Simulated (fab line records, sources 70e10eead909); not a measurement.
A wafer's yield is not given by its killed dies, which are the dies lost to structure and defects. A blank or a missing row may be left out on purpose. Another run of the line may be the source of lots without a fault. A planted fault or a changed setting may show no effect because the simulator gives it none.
A lot that was struck, set against a sound lot    flow nand-harc    38 steps out of a route of 1159
Sound: the wafers L524.2, L524.3, L524.5. The struck wafers were L544.1, L544.2, L544.3. Last of all comes the cause.
At each step with rows: each side's tool, then ch and its chambers, then its first start. Under that, the readings that differ: sound wafers    struck wafers    difference of the means    sigmas: that difference in standard deviations of wafers without a fault.
alike: a reading whose means differ by less than 2 such deviations, as well as words and numbers matching on both sides. not compared: withheld readings; readings where some wafer has no value; bounds like >300 that might hide an equal value; numbers whose values overlap and for which the record gives no deviation.
Wherever a step has rows on one side only, a row that says differs or no value, or a row with sigmas, the two part there. When numbers do not overlap yet have no deviation, they are printed without sigmas and do not part them. A reading that every wafer of one side lacks parts them only if that side has two wafers or more.

first, 2 steps without rows for these wafers: NHARC_A_SOURCE_PLATE_SRD_01; NHARC_A_SOURCE_PLATE_OXIDE_02 (material SiO2, target thk 10 nm, ox time 1362 s).
NHARC_A_SOURCE_PLATE_THK_MEAS_09: measures by ellipsometry.
  sound: film-metro-02 at day 7 20:13; struck: film-metro-02 at day 12 17:25
  alike: thk-nm
then, 3 steps without rows for these wafers: NHARC_A_SOURCE_PLATE_PVD_04 (deposits WSi2, target thk 50 nm); NHARC_A_SOURCE_PLATE_CVD_03 (deposits poly-Si, target thk 200 nm, time 4000 s); NHARC_A_SOURCE_PLATE_ANNEAL_05 (time 1800 s).
NHARC_A_SOURCE_PLATE_THK_MEAS_06: measures by ellipsometry.
  sound: film-metro-01 at day 8 09:19; struck: film-metro-02 at day 13 07:03
  alike: thk-nm
NHARC_A_SOURCE_PLATE_INSPECT_08:
  sound: defect-inspect-02 at day 8 09:23; struck: defect-inspect-01 at day 13 07:08
  alike: raw-defect-count
then, no rows for these wafers at 1 step: NHARC_A_ONON_D1_DEP_00 (target thk 1000 nm).
NHARC_A_ONON_D1_THK_MEAS_02: measures by ellipsometry.
  sound: film-metro-01 at day 8 09:58; struck: film-metro-01 at day 13 08:02
  alike: thk-nm
NHARC_A_ONON_D1_DEP_03: target thk 1000 nm.
  sound on pecvd-onon-03 ch 0, day 8 10:04; struck on pecvd-onon-03 ch 0, day 13 08:05
  alike: n2-flow-sccm
NHARC_A_ONON_D1_THK_MEAS_05: measures by ellipsometry.
  sound: film-metro-02 at day 8 10:31; struck: film-metro-01 at day 13 08:36
  alike: thk-nm
then, no rows for these wafers at 1 step: NHARC_A_ONON_D1_DEP_06 (target thk 1000 nm).
NHARC_A_ONON_D1_THK_MEAS_08: measures by ellipsometry.
  sound: film-metro-02 at day 8 11:05; struck: film-metro-01 at day 13 09:10
  alike: thk-nm
then, no rows for these wafers at 1 step: NHARC_A_ONON_D1_DEP_09 (target thk 1000 nm).
NHARC_A_ONON_D1_THK_MEAS_11: measures by ellipsometry.
  sound: film-metro-02 at day 8 11:39; struck: film-metro-01 at day 13 09:44
  alike: thk-nm
then, no rows for these wafers at 1 step: NHARC_A_ONON_D1_DEP_12 (target thk 1000 nm).
NHARC_A_ONON_D1_THK_MEAS_14: measures by ellipsometry.
  sound: film-metro-01 at day 8 12:13; struck: film-metro-02 at day 13 10:19
  alike: thk-nm
then, 2 steps without rows for these wafers: NHARC_A_ONON_D1_ANNEAL_15 (time 3600 s); NHARC_A_ONON_D1_DEP_16 (target thk 1000 nm).
NHARC_A_ONON_D1_THK_MEAS_18: measures by ellipsometry.
  sound: film-metro-02 at day 8 21:39; struck: film-metro-02 at day 13 17:40
reading      sound           struck       difference  sigmas
thk-nm (nm)  1006 1005 1007  987 986 984  -20         -2
then, no rows for these wafers at 1 step: NHARC_A_ONON_D1_DEP_19 (target thk 1000 nm).
NHARC_A_ONON_D1_THK_MEAS_21: measures by ellipsometry.
  sound: film-metro-02 at day 8 22:13; struck: film-metro-02 at day 13 18:14
  alike: thk-nm
then, no rows for these wafers at 1 step: NHARC_A_ONON_D1_DEP_22 (target thk 1000 nm).
NHARC_A_ONON_D1_THK_MEAS_24: measures by ellipsometry.
  sound: film-metro-02 at day 8 22:49; struck: film-metro-02 at day 13 18:49
  alike: thk-nm
then, no rows for these wafers at 1 step: NHARC_A_ONON_D1_DEP_25 (target thk 1000 nm).
NHARC_A_ONON_D1_THK_MEAS_27: measures by ellipsometry.
  sound: film-metro-02 at day 8 23:23; struck: film-metro-02 at day 13 19:23
reading      sound        struck          difference  sigmas
thk-nm (nm)  982 982 982  1014 1013 1012  +31         +3
then, no rows for these wafers at 1 step: NHARC_A_ONON_D1_DEP_28 (target thk 1000 nm).
NHARC_A_ONON_D1_THK_MEAS_30: measures by ellipsometry.
  sound: film-metro-01 at day 8 23:58; struck: film-metro-02 at day 13 19:56
  alike: thk-nm
NHARC_A_ONON_D1_DEP_33: deposits SiO2, target thk 200 nm.
  sound on pecvd-01 ch 0,1,2, day 9 00:01; struck on pecvd-04 ch 0,1,2, day 13 20:00
  alike: chamber-pressure-Torr, flow-sccm, heater-power-w, throttle-valve-pct
NHARC_A_ONON_D1_THK_MEAS_34: measures by ellipsometry.
  sound: film-metro-02 at day 9 00:28; struck: film-metro-02 at day 13 20:25
  alike: thk-nm
NHARC_A_CHANNEL_HOLE_D1_DEP_00: deposits aC, target thk 3100 nm.
  sound on acl-dep-02 ch 0, day 9 00:54; struck on acl-dep-01 ch 0, day 13 22:29
  alike: throttle-valve-pct
NHARC_A_CHANNEL_HOLE_D1_DEP_01: deposits SiON, target thk 140 nm.
  sound on pecvd-01 ch 0,1, day 9 02:35; struck on pecvd-02 ch 0,1,2, day 14 00:25
  alike: chamber-pressure-Torr, heater-power-w
then, 4 steps without rows for these wafers: NHARC_A_CHANNEL_HOLE_D1_DEHYDRATE_02 (time 120 s); NHARC_A_CHANNEL_HOLE_D1_HMDS_03 (time 30 s); NHARC_A_CHANNEL_HOLE_D1_COAT_36 (time 75 s); NHARC_A_CHANNEL_HOLE_D1_COAT_37 (time 65 s).
-- the record jumps here: 11 days lie between the struck wafers' starts before and after (it left off in module A_CHANNEL_HOLE_D1 and takes up again in module END, whose first step shown is number 1159 of the route) --
NHARC_END_SORT_01:
  here the record holds rows for the struck wafers (prober-02 ch 0, day 24 23:41) but none for the sound ones

## WHERE THEY PART
Earliest at NHARC_A_ONON_D1_THK_MEAS_18; latest, in this record, at NHARC_END_SORT_01.

WHY: the cause the simulator had injected
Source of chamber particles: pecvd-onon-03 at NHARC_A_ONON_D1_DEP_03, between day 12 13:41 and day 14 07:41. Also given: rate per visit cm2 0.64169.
